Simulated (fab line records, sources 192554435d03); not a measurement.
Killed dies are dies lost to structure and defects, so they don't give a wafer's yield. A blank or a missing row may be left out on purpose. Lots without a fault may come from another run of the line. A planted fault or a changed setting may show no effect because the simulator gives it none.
Split-lot experiment | flow n5_finfet | 7 lots, 39 wafers read, on a route of 1938 steps

THE SPLIT
At N5_ZERO_LAYER_PECVD_02 (deposits SiO2 from SiH4/N2O, target thk 10 nm, time 6 s), the setting time_s was moved away from the recipe's 6 s on 18 of the 39 wafers read, by -54.7% to +47.9%. The other wafers ran this setting at the recipe's value.

The reading is taken at the split's own step.

THE READING
SiO2_of_ZERO_LAYER_PECVD_02.thk_nm (the simulator's own value, which no gauge read), in nm, at N5_ZERO_LAYER_PECVD_02 (deposits SiO2 from SiH4/N2O, target thk 10 nm, time 6 s). The file gives no usual value for it. The 21 wafers here that ran the recipe average 10.087 nm, standard deviation 0.16 nm.

wafer  | tool, chamber at the split | time_s as run, s | against the recipe | SiO2_of_ZERO_LAYER_PECVD_02.thk_nm, nm | against lot-mates on the recipe
L076.1 | pecvd-03, 1                | 6                | recipe             | 10.11                                  | -
L076.2 | pecvd-03, 0                | 7.834            | +30.6%             | 12.81                                  | +2.782
L076.3 | pecvd-03, 1                | 6                | recipe             | 9.943                                  | -
L076.4 | pecvd-03, 0                | 7.834            | +30.6%             | 13.1                                   | +3.072
L076.5 | pecvd-03, 1                | 6                | recipe             | 10.03                                  | -
L076.6 | pecvd-03, 0                | 7.834            | +30.6%             | 12.94                                  | +2.912
L079.1 | pecvd-03, 1                | 7.817            | +30.3%             | 12.84                                  | +2.874
L079.2 | pecvd-03, 0                | 7.817            | +30.3%             | 12.86                                  | +2.894
L079.3 | pecvd-03, 0,1              | 6                | recipe             | 10.01                                  | -
L079.4 | pecvd-03, 0,1              | 6                | recipe             | 10.01                                  | -
L079.5 | pecvd-03, 0                | 6                | recipe             | 9.879                                  | -
L079.6 | pecvd-03, 1                | 7.817            | +30.3%             | 13.01                                  | +3.044
L080.1 | pecvd-03, 0                | 6                | recipe             | 9.921                                  | -
L080.2 | pecvd-03, 1                | 4.133            | -31.1%             | 6.956                                  | -3.091
L080.3 | pecvd-03, 0                | 4.133            | -31.1%             | 7.043                                  | -3.004
L080.4 | pecvd-03, 1                | 6                | recipe             | 10.17                                  | -
L080.5 | pecvd-03, 0                | 4.133            | -31.1%             | 6.947                                  | -3.100
L080.6 | pecvd-03, 1                | 6                | recipe             | 10.05                                  | -
L081.1 | pecvd-04, 0                | 2.718            | -54.7%             | 4.762                                  | -5.301
L081.2 | pecvd-04, 2                | 6                | recipe             | 9.92                                   | -
L081.3 | pecvd-04, 1                | 6                | recipe             | 10.03                                  | -
L081.4 | pecvd-04, 1                | 2.718            | -54.7%             | 4.702                                  | -5.361
L081.5 | pecvd-04, 2                | 2.718            | -54.7%             | 4.676                                  | -5.387
L081.6 | pecvd-04, 0                | 6                | recipe             | 10.24                                  | -
L085.1 | pecvd-02, 0                | 8.871            | +47.9%             | 14.67                                  | +4.557
L085.2 | pecvd-02, 2                | 8.871            | +47.9%             | 14.56                                  | +4.447
L085.3 | pecvd-02, 1                | 6                | recipe             | 10.03                                  | -
L085.4 | pecvd-02, 0                | 6                | recipe             | 10.02                                  | -
L085.5 | pecvd-02, 1                | 6                | recipe             | 10.29                                  | -
L085.6 | pecvd-02, 2                | 8.871            | +47.9%             | 14.89                                  | +4.777
L090.1 | pecvd-04, 1                | 8.343            | +39.1%             | 13.93                                  | +3.657
L090.2 | pecvd-04, 2                | 6                | recipe             | 10.2                                   | -
L090.3 | pecvd-04, 0                | 8.343            | +39.1%             | 13.99                                  | +3.717
L090.4 | pecvd-04, 0                | 6                | recipe             | 10.41                                  | -
L090.5 | pecvd-04, 2                | 6                | recipe             | 10.21                                  | -
L090.6 | pecvd-04, 1                | 8.343            | +39.1%             | 14.26                                  | +3.987
L095.4 | pecvd-02, 1                | 6                | recipe             | 10.46                                  | -
L095.5 | pecvd-02, 0                | 6                | recipe             | 9.833                                  | -
L095.6 | pecvd-02, 2                | 6                | recipe             | 10.06                                  | -
Where a row lists several chambers, the file gives one row for several wafers and doesn't say which wafer went through which chamber.

THE FIT
A straight line over all 39 wafers: SiO2_of_ZERO_LAYER_PECVD_02.thk_nm changes by +0.0977 nm for each +1% of time_s; r = +1.00; the points scatter about the line by 0.16 nm.
The same after taking each lot's own level away (the mean of its wafers on the recipe; 39 wafers): +0.0971 nm for each +1%; r = +1.00; scatter 0.13 nm.
On that fit, the largest move of time_s shifts the reading by 5.3 nm.
The lots' own levels span 9.9663 to 10.2733 nm, that is 1.9 times the standard deviation above.
So the lot-to-lot level changes the slope little: the two slopes agree.
Check: with one of the wafers moved furthest among these (-54.7%) left out of the fit, the line predicts -5.33 nm for it against its lot-mates. It came out at -5.3 nm against them.

THE FILE'S OWN FIT
SiO2_of_ZERO_LAYER_PECVD_02.thk_nm changes by +0.0971 nm for each +1% of time_s, r = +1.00.
